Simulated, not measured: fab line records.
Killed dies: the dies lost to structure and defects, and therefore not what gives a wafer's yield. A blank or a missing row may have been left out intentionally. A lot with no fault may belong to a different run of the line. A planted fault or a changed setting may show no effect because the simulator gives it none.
fab line records	flow n5-finfet
record lots=11	wafers=30	last-day=17
route steps=1938 shown BEOL_M8@1396 BEOL_M9@1402 PASSIVATION@1936
lots that met no fault: taken from a fault-free run of the same line
start-h: the number of hours between the record's first day and the start of the first shown wafer of the lot	wait-h: hours from the lot's prior step to this one	" same as the row above	L1.1+2: a row that stands for several wafers	- either no value or no given start	* or withheld: withheld	< > ~ a bound
route shown NAME@n: a module of which the file shows steps, and the number in the route of the first	usual: the fault-free wafers' mean and standard deviation	same: alike in all rows	chamber/n: place in a boat	sites: readings site by site	_std_site: the values' standard deviation	_edge_site: mean of outer sites minus mean of inner sites	radius-mm: how far each site lies from the wafer's centre	mask NAME#n: copy n	behind: the last tool/chamber to shape the wafer	hold: why the lot was held/for how many hours/how that ended	device: which transistor (n, p or np) failed to switch	end of line: the same wafers' tests at the end of the route	a step given without rows: its recipe and nothing more	killed: count of dies lost to structure and defects at first sort (not the wafer's yield)	map: the dies of a wafer, with x for killed, . for not killed, _ for no die there
set.NAME: the setting the step ran with; set.NAME@STEP: the setting that earlier step ran with	model.NAME: the simulator's own value behind a step, which no gauge read
steps of the route over a sample of lots; a table a step, a row a wafer
services: when a tool's chamber went out of use (start-h, in hours from the record's first day, below 0 if earlier), for how many hours, and the reason
## steps
# step N5_BEOL_M8_THK_MEAS_53
# recipe thk-meas-gauge=xrf	reads=Cu_of_BEOL_M8_ECD_50
# usual M8_THK=81.0/3
lot.wafer	tool	chamber	start-h	wait-h	M8_THK[nm]
L256.4	film-metro-02	-	207.94	-	75.9
L256.5	"	-	"	"	84.6
L256.6	"	-	"	"	83.9
L259.2	film-metro-01	-	221.85	-	80.7
L259.3	"	-	"	"	81.6
L260.1	film-metro-01	-	232.04	-	85.1
L260.2	"	-	"	"	83.7
L261.3	film-metro-01	-	233.59	-	82.4
L261.5	"	-	"	"	80.6
L262.1	film-metro-02	-	237.49	-	82.1
L262.3	"	-	"	"	79.9
L262.6	"	-	"	"	79.8
L263.1	film-metro-02	-	256.78	-	77.4
L263.3	"	-	"	"	84.0
L263.4	"	-	"	"	81.6
L264.1	film-metro-02	-	257.98	-	82.8
L264.4	"	-	"	"	82.7
L264.5	"	-	"	"	88.1
L265.2	film-metro-02	-	258.41	-	81.0
L265.3	"	-	"	"	79.9
L265.6	"	-	"	"	86.4
L276.2	film-metro-02	-	318.82	-	79.1
L276.5	"	-	"	"	82.3
L276.6	"	-	"	"	73.3
L277.4	film-metro-01	-	335.97	-	82.4
L277.5	"	-	"	"	79.7
L277.6	"	-	"	"	81.0
L278.2	film-metro-01	-	346.30	-	83.0
L278.4	"	-	"	"	78.8
L278.6	"	-	"	"	76.7
# step N5_BEOL_M9_CURE_71
# recipe temp-c=385	time-s=240	ambient=He/Ar	material=SiCOH_lowk
# usual lamp-power-pct=52.32/0.053	wafer_temp_C_max=387.1/0.71
# same time-s=240
lot.wafer	tool	chamber	start-h	wait-h	lamp-power-pct	wafer_temp_C_max
L256.4	uv-cure-03	1	208.48	0.3	52.30	387.4
L256.5	"	1	"	"	52.28	389.0
L256.6	"	1	"	"	52.35	388.3
L259.2	uv-cure-02	0	222.20	0.1	52.32	388.1
L259.3	"	0	"	"	52.30	387.6
L260.1	uv-cure-01	1	232.31	0.0	52.28	387.6
L260.2	"	1	"	"	52.31	387.8
L261.3	uv-cure-03	0	234.19	0.4	52.25	385.4
L261.5	"	0	"	"	52.32	385.6
L262.1	uv-cure-03	1	238.01	0.3	52.27	387.9
L262.3	"	1	"	"	52.31	387.4
L262.6	"	1	"	"	52.34	387.9
L263.1	uv-cure-02	1	257.05	0.0	52.32	387.5
L263.3	"	1	"	"	52.46	387.5
L263.4	"	1	"	"	52.35	386.3
L264.1	uv-cure-02	0	258.25	0.0	52.27	387.5
L264.4	"	0	"	"	52.23	387.4
L264.5	"	0	"	"	52.24	387.2
L265.2	uv-cure-03	2	258.76	0.1	52.29	387.7
L265.3	"	2	"	"	52.20	387.6
L265.6	"	2	"	"	52.34	386.8
L276.2	uv-cure-03	2	319.25	0.2	52.33	387.2
L276.5	"	2	"	"	52.33	386.9
L276.6	"	2	"	"	52.31	387.4
L277.4	uv-cure-02	0	336.48	0.3	52.28	387.0
L277.5	"	0	"	"	52.29	387.4
L277.6	"	0	"	"	52.36	387.4
L278.2	uv-cure-02	2	346.72	0.2	52.34	386.3
L278.4	"	2	"	"	52.33	386.9
L278.6	"	2	"	"	52.28	386.7
# step N5_BEOL_M9_DESCUM_33
# recipe chemistry=O2	time-s=7	source-power-w=50	bias-power-w=20	pressure-mtorr=20	rf-frequency-hz=2.712e+07	temp-c=40	resist=CAR-EUV	o2-flow-sccm=225
# usual chamber-pressure-mTorr=19.999/0.019	drypump-motor-current-A=5.5/0.57	oes-product-au=0.81/0.088	rf-vpp-V=243.2/1.7	showerhead-plenum-p-Torr=2.09/0.092	throttle-valve-pct=20.45/0.22
# same time-s=7
lot.wafer	tool	chamber	start-h	wait-h	chamber-pressure-mTorr	drypump-motor-current-A	oes-product-au	rf-hours-counter-h	rf-vpp-V	showerhead-plenum-p-Torr	throttle-valve-pct
L256.4	rie-diel-03	3	213.76	0.4	20.015	6.5	0.69	-	242.0	1.98	20.58
L256.5	"	1	"	"	20.013	5.0	0.87	-	246.2	2.22	20.14
L256.6	"	2	"	"	19.983	5.3	0.85	-	243.0	2.05	20.59
L259.2	rie-diel-03	3	226.64	0.0	20.018	6.5	0.69	251	240.0	1.98	20.60
L259.3	"	1	"	"	19.986	5.0	0.87	46	245.3	2.21	20.16
L260.1	rie-diel-03	1	236.46	0.0	19.991	5.0	0.85	50	244.5	2.21	20.17
L260.2	"	2	"	"	20.001	5.3	0.84	66	241.4	2.04	20.58
L261.3	rie-diel-02	2	237.00	0.0	19.993	5.7	0.82	92	242.7	2.02	20.43
L261.5	"	0	"	"	19.996	5.8	0.73	-	239.6	1.93	20.77
L262.1	rie-diel-03	2	241.30	0.0	19.994	5.3	0.84	68	242.1	2.04	20.60
L262.3	"	3	"	"	19.987	6.5	0.69	257	238.5	1.97	20.60
L262.6	"	1	"	"	19.998	5.1	0.86	-	245.1	2.21	20.18
L264.1	rie-diel-03	0	261.82	0.0	19.982	5.9	0.68	211	244.6	2.18	20.42
L264.4	"	1	"	"	20.018	5.0	0.85	-	244.8	2.21	20.16
L264.5	"	2	"	"	20.005	5.2	0.84	-	242.7	2.04	20.60
L263.1	rie-diel-03	2	262.25	0.4	20.025	5.3	0.83	77	243.2	2.04	20.60
L263.3	"	0	"	"	19.970	5.9	0.67	211	244.5	2.18	20.45
L263.4	"	0	"	"	20.019	6.0	0.68	-	245.3	2.18	20.44
L265.2	rie-diel-02	3	262.30	0.4	19.969	6.0	0.91	27	242.9	2.13	20.07
L265.3	"	2	"	"	20.025	5.7	0.81	102	241.6	2.02	20.47
L265.6	"	0	"	"	20.021	5.7	0.72	-	240.9	1.93	20.80
L276.2	rie-diel-06	0	326.23	0.0	19.952	6.2	0.97	7	245.6	2.22	20.45
L276.5	"	0	"	"	19.979	6.2	0.96	-	244.8	2.22	20.47
L276.6	"	3	"	"	20.013	4.8	0.79	-	242.8	2.09	20.51
L277.4	rie-diel-03	0	339.09	0.0	20.012	5.9	0.67	236	243.5	2.17	20.46
L277.5	"	1	"	"	19.996	5.0	0.81	-	245.0	2.20	20.20
L277.6	"	2	"	"	19.986	5.2	0.81	-	242.1	2.03	20.65
L278.2	rie-diel-06	3	349.72	0.0	20.008	4.8	0.78	142	243.7	2.09	20.53
L278.4	"	1	"	"	19.968	5.4	0.74	152	244.6	2.17	20.26
L278.6	"	3	"	"	19.997	4.8	0.78	-	242.8	2.09	20.51
# step N5_BEOL_M9_ETCH_66
# recipe chemistry=N2/H2	target=SOC	target-depth-a=800	overetch-a=160	mask-material=SiARC	temp-c=40	time-s=120	ion-energy-ev=200	pressure-mtorr=30	source-w=840	bias-w=150	n2-flow-sccm=200	h2-flow-sccm=200
# usual bias-w=150.0/0.43	chamber-pressure-mTorr=29.998/0.029	drypump-motor-current-A=5.5/0.57	h2-flow-sccm=200.0/0.55	oes-product-au=0.62/0.064	rf-vpp-V=524/3.3	showerhead-plenum-p-Torr=2.54/0.12	throttle-valve-pct=17.81/0.25
# same time-s=120
lot.wafer	tool	chamber	start-h	wait-h	bias-w	chamber-pressure-mTorr	drypump-motor-current-A	h2-flow-sccm	oes-product-au	rf-hours-counter-h	rf-vpp-V	showerhead-plenum-p-Torr	throttle-valve-pct
L256.4	rie-diel-03	3	213.87	0.0	149.8	30.010	6.5	200.5	0.52	-	520	2.40	17.84
L256.5	"	1	"	"	149.8	30.022	5.1	200.2	0.66	-	528	2.71	17.61
L256.6	"	2	"	"	149.4	30.029	5.3	200.2	0.64	-	521	2.47	17.79
L259.2	rie-diel-03	3	226.72	0.0	149.9	29.967	6.5	199.8	0.53	251	519	2.39	17.81
L259.3	"	1	"	"	150.2	29.985	5.0	200.0	0.66	46	527	2.71	17.62
L260.1	rie-diel-03	1	236.54	0.0	150.3	30.003	5.0	200.1	0.65	50	528	2.70	17.64
L260.2	"	2	"	"	149.8	29.994	5.2	199.8	0.64	66	521	2.47	17.79
L261.3	rie-diel-02	2	237.08	0.0	150.0	29.944	5.6	200.5	0.63	92	521	2.44	17.75
L261.5	"	0	"	"	150.3	29.955	5.7	199.7	0.57	-	519	2.35	18.29
L262.1	rie-diel-03	2	241.38	0.0	138.4	29.990	5.3	200.1	0.63	68	493	2.47	17.80
L262.3	"	3	"	"	137.1	29.968	6.5	199.9	0.52	257	492	2.39	17.84
L262.6	"	1	"	"	137.8	29.981	5.1	200.6	0.66	-	499	2.70	17.62
L264.1	rie-diel-03	0	261.90	0.0	137.1	30.007	5.9	199.7	0.54	211	497	2.63	17.72
L264.4	"	1	"	"	137.2	29.995	5.0	200.5	0.65	-	498	2.70	17.64
L264.5	"	2	"	"	137.1	29.982	5.3	200.0	0.63	-	494	2.46	17.81
L263.1	rie-diel-03	2	262.33	0.0	137.0	29.958	5.3	200.5	0.62	77	491	2.46	17.82
L263.3	"	0	"	"	136.9	30.018	5.9	201.1	0.53	211	498	2.63	17.73
L263.4	"	0	"	"	136.6	29.976	6.0	200.7	0.54	-	497	2.63	17.73
L265.2	rie-diel-02	3	262.38	0.0	150.4	29.997	6.0	198.8	0.70	27	525	2.61	17.54
L265.3	"	2	"	"	150.0	30.010	5.7	198.9	0.63	102	520	2.44	17.79
L265.6	"	0	"	"	150.5	29.970	5.7	199.6	0.55	-	517	2.35	18.30
L276.2	rie-diel-06	0	326.31	0.0	151.1	30.048	6.3	199.6	0.73	7	528	2.73	18.00
L276.5	"	0	"	"	150.4	29.995	6.3	199.6	0.72	-	528	2.73	17.98
L276.6	"	3	"	"	149.4	29.971	4.8	199.9	0.61	-	524	2.54	17.81
L277.4	rie-diel-03	0	339.17	0.0	150.4	29.989	5.9	199.4	0.52	236	526	2.62	17.77
L277.5	"	1	"	"	149.5	29.988	5.1	200.0	0.62	-	526	2.69	17.69
L277.6	"	2	"	"	148.8	29.992	5.2	200.3	0.60	-	521	2.45	17.87
L278.2	rie-diel-06	3	349.80	0.0	149.5	29.992	4.8	199.8	0.60	142	524	2.53	17.83
L278.4	"	1	"	"	150.2	30.033	5.4	199.7	0.58	152	526	2.62	17.54
L278.6	"	3	"	"	149.3	29.956	4.7	201.6	0.60	-	523	2.53	17.83
# step N5_PASSIVATION_PROBE_49
# usual defect-limited-yield=91.2/1.4	killed_at_M0_to_M3=32/9.3	killed_at_M4_up=14/4.9	killed-at-contacts=15/7.5	killed-at-front-end=40/11	killed-at-other=4/3.3	killed-dies=104/17	killed-open=68/14	killed-short=33/7.9	sort_bin_5_function=5.2/0.99	sort_bin_6_memory=3.2/0.65	sort-n-pass=1076/17	sort-yield-pct=91.1/1.5
# same gross-dies=1180	killed-at-back-side=0	sort_bin_4_leakage[%]=0	sort_bin_8_speed[%]=0
lot.wafer	tool	chamber	start-h	wait-h	defect-limited-yield[%]	killed_at_M0_to_M3	killed_at_M4_up	killed-at-contacts	killed-at-front-end	killed-at-other	killed-dies	killed-open	killed-short	sort_bin_5_function[%]	sort_bin_6_memory[%]	sort-n-pass	sort-yield-pct[%]
L262.3	prober-01	-	304.57	0.1	92.5	15	16	8	42	7	88	62	19	4.1	2.6	1092	92.5
L264.1	prober-02	-	312.15	0.0	89.1	37	10	15	58	9	129	77	37	5.9	3.5	1051	89.1
L264.4	prober-02	-	312.30	0.2	89.7	36	15	13	49	8	121	67	52	6.3	3.3	1059	89.7
L264.5	prober-02	-	312.35	0.2	88.9	32	14	26	46	13	131	82	41	7.1	3.7	1049	88.9
L263.4	prober-01	-	316.67	0.2	91.1	34	12	10	44	5	105	52	40	5.4	3.2	1075	91.1
# killed by level:class
L262.3 STI_FIN_REVEAL:geometric-particle:open=11 MOL_CONTACT_COAG:geometric-particle:open=7 BEOL_M4:geometric-particle:open=7 HKMG_FIN:area-etch=7 BEOL_M0_SAQP:geometric-particle:open=5 BEOL_M1:geometric-particle:open=5 STARTING-WAFER:geometric-particle:open=5 BEOL_M4:geometric-particle:short=4
L264.1 HKMG_FIN:area-etch=15 MOL_CONTACT_COAG:geometric-particle:open=13 FIN_SAQP:geometric-particle:open=11 BEOL_M0_SAQP:geometric-particle:short=8 BEOL_M1:geometric-particle:open=8 BEOL_M2:geometric-particle:open=8 STI_FIN_REVEAL:geometric-particle:open=6 FIN_SAQP:geometric-particle:short=5
L264.4 FIN_SAQP:geometric-particle:short=18 MOL_CONTACT_COAG:geometric-particle:open=9 BEOL_M3:geometric-particle:open=9 BEOL_M0_SAQP:geometric-particle:short=8 BEOL_M1:geometric-particle:open=7 FIN_SAQP:geometric-particle:open=6 DUMMY_GATE:geometric-particle:open=6 STI_FIN_REVEAL:geometric-particle:open=4
L264.5 MOL_CONTACT_COAG:geometric-particle:open=16 DUMMY_GATE:geometric-particle:open=11 FIN_SAQP:geometric-particle:open=8 FIN_SAQP:geometric-particle:short=7 BEOL_M0_SAQP:geometric-particle:short=7 MOL_CONTACT_COAG:area-etch=7 BEOL_M3:geometric-particle:open=6 BEOL_M0_SAQP:geometric-particle:open=6
L263.4 BEOL_M1:geometric-particle:short=10 BEOL_M3:geometric-particle:open=9 FIN_CUT:area-etch=9 STI_FIN_REVEAL:geometric-particle:open=7 MOL_CONTACT_COAG:geometric-particle:open=7 BEOL_M1:geometric-particle:open=7 FIN_SAQP:geometric-particle:short=5 DUMMY_GATE:geometric-particle:open=4
## services
tool	chamber	start-h	hours	kind
uv-cure-02	-	202.88	2.1	pm
uv-cure-02	-	210.66	1.3	repair
uv-cure-02	-	231.90	7.9	repair
rie-diel-03	3	257.80	-	clean
rie-diel-03	3	257.80	-	consumable-replace:focus-ring
rie-diel-03	3	257.80	-	consumable-replace:showerhead
rie-diel-03	3	257.80	16.7	scheduled-down
rie-diel-03	3	257.80	16.7	vent-cycle
rie-diel-06	2	262.16	-	clean
rie-diel-06	2	262.16	-	consumable-replace:focus-ring
rie-diel-06	2	262.16	25.1	scheduled-down
rie-diel-06	2	262.16	25.1	vent-cycle
rie-diel-03	0	274.83	3.8	repair
rie-diel-06	3	276.39	6.5	repair
rie-diel-02	3	277.39	11.6	repair
uv-cure-01	-	282.84	0.8	repair
rie-diel-06	3	289.56	18.8	repair
rie-diel-02	3	297.64	18.1	repair
rie-diel-02	1	303.65	4.8	repair
rie-diel-06	1	313.27	20.2	repair
uv-cure-01	-	319.23	1.0	pm
rie-diel-02	0	320.60	12.9	repair
uv-cure-01	-	328.05	7.5	pm
rie-diel-03	2	336.02	2.5	repair
## key
first-sign step=N5_BEOL_M9_ETCH_66	reading=bias-w	direction=down	sigmas=30	usual=*	struck=*
effect step=N5_BEOL_M9_ETCH_66	reading=rf-vpp-V	direction=down	sigmas=8.6	usual=524	struck=496
met-at N5_BEOL_M9_ETCH_66
struck-lots L262,L263,L264
baseline-loss step=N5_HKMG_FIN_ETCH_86	wafers=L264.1
not-acting-at N5_BEOL_M8_THK_MEAS_53,N5_BEOL_M9_CURE_71,N5_BEOL_M9_DESCUM_33
onset-between 236.54 241.38
fault kind=process-parameter-drift	tool=rie-diel-03	chamber=-	onset-h=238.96	steps=N5_BEOL_M9_ETCH_66	channel=bias-w	offset=*	shape=step	end-h=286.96	acts-in=*	stated=*
# baseline-loss: these wafers lose ten dies or more at that step, a loss of the line's own and not of a fault; the sort's usual values leave them out
